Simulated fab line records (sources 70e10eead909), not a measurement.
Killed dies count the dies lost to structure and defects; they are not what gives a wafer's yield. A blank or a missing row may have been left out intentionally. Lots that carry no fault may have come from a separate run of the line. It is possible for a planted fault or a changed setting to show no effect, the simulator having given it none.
Chamber matching / flow nandHarc / NHARC_A_CHANNEL_FILL_D1_ETCHBACK_20 on rieDiel-12 has 4 sister chambers
The step etches the open film in C4F8/O2/Ar, target depth 27 nm, time 13.5 s. 4 wafers are shown with their chamber, then 12 later ones without.

## WAFERS WITH THEIR CHAMBER
wafer=L088.4; chamber=1; rfVppV (V)=984
wafer=L086.6; chamber=0; rfVppV (V)=980
wafer=L093.1; chamber=3; rfVppV (V)=974
wafer=L093.5; chamber=2; rfVppV (V)=976

## WAFERS MISSING THEIR CHAMBER
wafer=L092.1; rfVppV (V)=975
wafer=L092.3; rfVppV (V)=985
wafer=L092.4; rfVppV (V)=974
wafer=L094.2; rfVppV (V)=975
wafer=L094.4; rfVppV (V)=972
wafer=L094.6; rfVppV (V)=976
wafer=L097.1; rfVppV (V)=981
wafer=L097.2; rfVppV (V)=985
wafer=L097.5; rfVppV (V)=972
wafer=L096.1; rfVppV (V)=975
wafer=L096.5; rfVppV (V)=976
wafer=L096.6; rfVppV (V)=974

## CHAMBER TAKEN BY EACH
wafer=L092.1; from the rows above=can't be placed: 2 or 3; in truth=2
wafer=L092.3; from the rows above=1; in truth=1
wafer=L092.4; from the rows above=can't be placed: 3 or 2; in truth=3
wafer=L094.2; from the rows above=can't be placed: 2 or 3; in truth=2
wafer=L094.4; from the rows above=can't be placed: 3 or 2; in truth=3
wafer=L094.6; from the rows above=can't be placed: 2 or 3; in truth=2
wafer=L097.1; from the rows above=can't be placed: 0 or 1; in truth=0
wafer=L097.2; from the rows above=1; in truth=1
wafer=L097.5; from the rows above=can't be placed: 3 or 2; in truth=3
wafer=L096.1; from the rows above=can't be placed: 2 or 3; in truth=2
wafer=L096.5; from the rows above=can't be placed: 2 or 3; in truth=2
wafer=L096.6; from the rows above=can't be placed: 3 or 2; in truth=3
Placed correctly: 2 of 12. Cannot be placed on the basis of these rows: 10; the candidates contain the true chamber in 10. Number placed wrongly: 0.
How it was worked out, from the rows above alone: a wafer's distance from a chamber is the root of the sum, over the readings, of the square of ((its reading less the chamber's mean) divided by the reading's scatter). The wafer belongs to the nearest chamber; if the next one is less than 2 further off, it can't be placed. For every chamber, the mean is computed from those of its wafers that are shown. The scatter (one wafer shown for each chamber): square how far every hidden wafer sits from the nearest shown wafer, average those squares and take the square root.
